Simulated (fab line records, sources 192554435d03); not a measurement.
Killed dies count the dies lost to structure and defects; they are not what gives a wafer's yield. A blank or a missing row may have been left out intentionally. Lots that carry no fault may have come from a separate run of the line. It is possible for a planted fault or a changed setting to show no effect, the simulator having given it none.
Split-lot experiment -- flow n5 finfet -- 21 wafers read across 7 lots, on a route 1938 steps long

== ON THE SPLIT ==
At N5_BEOL_M4_EXPOSE_25 (exposes mask V3, defocus 5 nm), the setting dose mj was moved away from the recipe's 63 on 7 of the 21 wafers read, by -3.1% to +7.4%. For the rest of the wafers, this setting stayed at what the recipe calls for.

== FROM THE SPLIT TO THE READING: what the file shows between them, 2 steps ==
- N5_BEOL_M4_PEB_26: peb time 60 s
- N5_BEOL_M4_DEVELOP_27: develop time 30 s

== THE READING ==
cd nm, in nm, at N5_BEOL_M4_CD_MEAS_28 (target cd 26.2 nm, target cd y 24.1 nm). Typical for fault-free wafers on this fab line: 26.14 nm, with standard deviation 0.26 nm.

wafer,"tool, chamber at the split",dose mj as run,against the recipe,"cd nm, nm",against lot-mates on the recipe
L075.1,"euv scanner-01, 0",63,recipe,26.02,-
L075.4,"euv scanner-01, 0",63,recipe,26.39,-
L075.6,"euv scanner-01, 0",63,recipe,26.39,-
L076.1,"euv scanner-01, 0",63,recipe,26.10,-
L076.4,"euv scanner-01, 0",67.66,+7.4%,27.46,+1.36
L076.6,"euv scanner-01, 0",67.66,+7.4%,27.37,+1.27
L077.2,"euv scanner-02, 0",67.11,+6.5%,27.49,+0.99
L077.3,"euv scanner-02, 0",63,recipe,26.50,-
L077.4,"euv scanner-02, 0",67.11,+6.5%,26.98,+0.48
L078.1,"euv scanner-01, 0",66.18,+5.0%,27.05,+1.32
L078.4,"euv scanner-01, 0",63,recipe,25.88,-
L078.6,"euv scanner-01, 0",63,recipe,25.58,-
L079.1,"euv scanner-02, 0",63,recipe,25.94,-
L079.3,"euv scanner-02, 0",63,recipe,25.97,-
L079.4,"euv scanner-02, 0",63,recipe,26.40,-
L080.1,"euv scanner-02, 0",64.54,+2.4%,26.63,+0.67
L080.4,"euv scanner-02, 0",63,recipe,26.04,-
L080.6,"euv scanner-02, 0",63,recipe,25.88,-
L094.4,"euv scanner-02, 0",63,recipe,26.12,-
L094.5,"euv scanner-02, 0",61.04,-3.1%,25.69,-0.60
L094.6,"euv scanner-02, 0",63,recipe,26.46,-

FIT RESULTS
A straight line over all 21 wafers: cd nm changes by +0.172 nm for each +1% of dose mj; r = +0.91; the points scatter about the line by 0.24 nm.
The same after taking each lot's own level away (the mean of its wafers on the recipe; 21 wafers): +0.165 nm for each +1%; r = +0.91; scatter 0.23 nm.
The reading moves by 1.2 nm for the largest change in dose mj, on that fit.
The lots' own levels span 25.730 to 26.500 nm, that is 3.0 times the standard deviation above.
So the lot-to-lot level changes the slope little: the two slopes agree.
Check: with one of the wafers moved furthest among these (+7.4%) left out of the fit, the line predicts +1.19 nm for it against its lot-mates. Against them it came out at +1.36 nm.

== THE OTHER SPLITS THESE WAFERS WENT THROUGH ==
Before the reading, these wafers also passed through other splits. Each is held against what the fit with the lots' levels taken away leaves over:
other split on the same wafers,wafers away from the commonest value,r with cd nm (lot level and that fit taken away)
N5_BEOL_M2_COAT_73 spin rpm,5,+0.52
N5_BEOL_M3_ILD_DEP_00 time s,4,+0.44
N5_BEOL_M3_EXPOSE_25 dose mj,10,+0.11
N5_BEOL_M3_DESCUM_33 time s,9,-0.11

== FILE'S OWN FIT ==
cd nm changes by +0.178 nm for each +1% of dose mj, r = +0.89.
